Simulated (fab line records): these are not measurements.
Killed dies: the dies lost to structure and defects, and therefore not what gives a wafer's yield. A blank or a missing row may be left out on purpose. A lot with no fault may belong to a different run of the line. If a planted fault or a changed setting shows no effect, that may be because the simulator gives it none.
Matching of chambers | flow n5_finfet | 3 sister chambers for N5_BEOL_M5_PRE_CLEAN_77 on cvd_co-02
The step time 15 s. 6 wafers are shown with their chamber, then 12 later ones without.

## EACH WAFER AND ITS CHAMBER
wafer  | chamber | heater_power_w (W) | rf_fwd_power_W (W)
L081.6 | 2       | 78                 | 294.6
L085.4 | 1       | 80                 | 296.2
L085.5 | 0       | 83                 | 294.3
L084.4 | 1       | 81                 | 297.7
L084.5 | 2       | 77                 | 294.5
L084.6 | 0       | 83                 | 294.7

## WAFERS WHOSE CHAMBER IS MISSING
wafer  | heater_power_w (W) | rf_fwd_power_W (W)
L086.1 | 79                 | 297.1
L086.2 | 78                 | 293.9
L086.6 | 85                 | 293.5
L088.1 | 85                 | 294.9
L088.3 | 75                 | 293.9
L088.5 | 83                 | 295.2
L096.2 | 75                 | 293.6
L096.5 | 78                 | 293.0
L096.6 | 78                 | 295.5
L094.1 | 77                 | 295.0
L094.4 | 87                 | 294.2
L094.5 | 81                 | 296.6

## WHICH CHAMBER EACH WENT THROUGH
wafer  | from the rows above | in truth
L086.1 | 1                   | 1
L086.2 | 2                   | 2
L086.6 | 0                   | 0
L088.1 | 0                   | 0
L088.3 | 2                   | 2
L088.5 | 0                   | 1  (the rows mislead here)
L096.2 | 2                   | 2
L096.5 | 2                   | 2
L096.6 | 2                   | 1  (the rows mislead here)
L094.1 | 2                   | 2
L094.4 | 0                   | 0
L094.5 | 1                   | 1
Placed correctly: 10 of 12. Left unplaced by these rows: 0. Wrongly placed: 2.
How it was worked out, from the rows above alone: a wafer's distance from a chamber is the root of the sum, over the readings, of the square of ((its reading less the chamber's mean) divided by the reading's scatter). The wafer belongs to the nearest chamber; if the next one is less than 2 further off, it can't be placed. The mean given for a chamber averages the wafers shown for that chamber. The scatter is the square root of a quotient: the sum, over the shown wafers, of each reading's squared deviation from its chamber's mean, divided by wafers minus chambers.
